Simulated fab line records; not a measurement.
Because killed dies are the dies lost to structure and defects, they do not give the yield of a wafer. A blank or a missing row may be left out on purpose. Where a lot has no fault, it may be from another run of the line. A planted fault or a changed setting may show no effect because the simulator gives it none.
2 desks, one fault    flow n5 finfet    each desk holds nothing but its own numbers, with what lay behind them at the end

## DESK OF THE TOOL OWNER: rie diel-01
The tool's own readings at N5_PASSIVATION_ETCH_54 (etches SiO2 in CHF3/O2, target depth 880 nm, time 440 s): means of the sampled wafers that have a number, for each lot that ran on this tool. A lot is out of limits, marked OUT, if its mean lies more than 4 standard deviations from the usual mean; the brackets give that distance.
Columns: A = drypump motor current A at N5_PASSIVATION_ETCH_54, usual 5.7 A; B = oes_f_703_au at N5_PASSIVATION_ETCH_54, usual 0.76 a.u.; C = oes product au at N5_PASSIVATION_ETCH_54, usual 0.77 a.u.; D = rf fwd power W at N5_PASSIVATION_ETCH_54, usual 648.8 W; E = rf vpp V at N5_PASSIVATION_ETCH_54, usual 522 V; F = showerhead plenum p Torr at N5_PASSIVATION_ETCH_54, usual 2.39 Torr; G = throttle valve pct at N5_PASSIVATION_ETCH_54, usual 18.88 %
lot   first seen here  A    B     C     D                E               F     G
L913  day 12 11:56     5.3  0.82  0.81  649.4            512             2.44  18.83
L916  day 14 05:01     5.2  0.75  0.76  649.2            531             2.35  18.80
L930  day 16 20:59     5.5  0.95  0.77  805.2 (+78) OUT  468 (-5.5) OUT  2.38  18.74
L932  day 17 22:50     5.6  0.95  0.77  805.3 (+78) OUT  463 (-6.1) OUT  2.42  18.76
This desk's verdict: out of limits on L930, L932, starting with L930 at day 16 20:59 (rf fwd power W at N5_PASSIVATION_ETCH_54). L913, L916: within limits.

## METROLOGY DESK
Means of the sampled wafers that have a number, per lot and without regard to the tool the lot ran on: this is what the gauges read. A lot is out of limits, marked OUT, if its mean lies more than 4 standard deviations from the usual mean; the brackets give that distance.
Columns: A = cd nm at N5_MIM_BOT_LITHO_CD_MEAS_08, usual 2999.0 nm
lot   first seen here  A
L913  day 12 05:44     2998.5
L912  day 12 16:21     2996.1
L915  day 12 21:14     2999.0
L917  day 13 22:43     3001.6
L916  day 13 22:45     3000.9
L921  day 14 10:29     2999.9
L925  day 15 19:52     2999.8
L930  day 16 14:16     2998.6
L932  day 17 16:30     2998.0
L934  day 17 16:54     2998.1
L935  day 18 08:50     3000.3
Result from this desk: across the 11 lots, nothing is out of limits.

## ALL TOGETHER
On L930, L932, at day 16 20:59, an alarm was possible from the tool owner's desk.
At the metrology desk, nothing out of limits was observed.
The metrology desk has L930, L932 on record, within its limits.
All the named lots went through N5_PASSIVATION_ETCH_54 on rie diel-01.

## WHAT THE SIMULATOR HAD PUT IN
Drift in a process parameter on rie diel-01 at N5_PASSIVATION_ETCH_54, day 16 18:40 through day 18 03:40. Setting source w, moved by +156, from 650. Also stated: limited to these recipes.
Lots struck among those shown: L930, L932.
Time in hours from fault onset to the first out-of-limits reading at each desk: the tool owner's desk, 2.
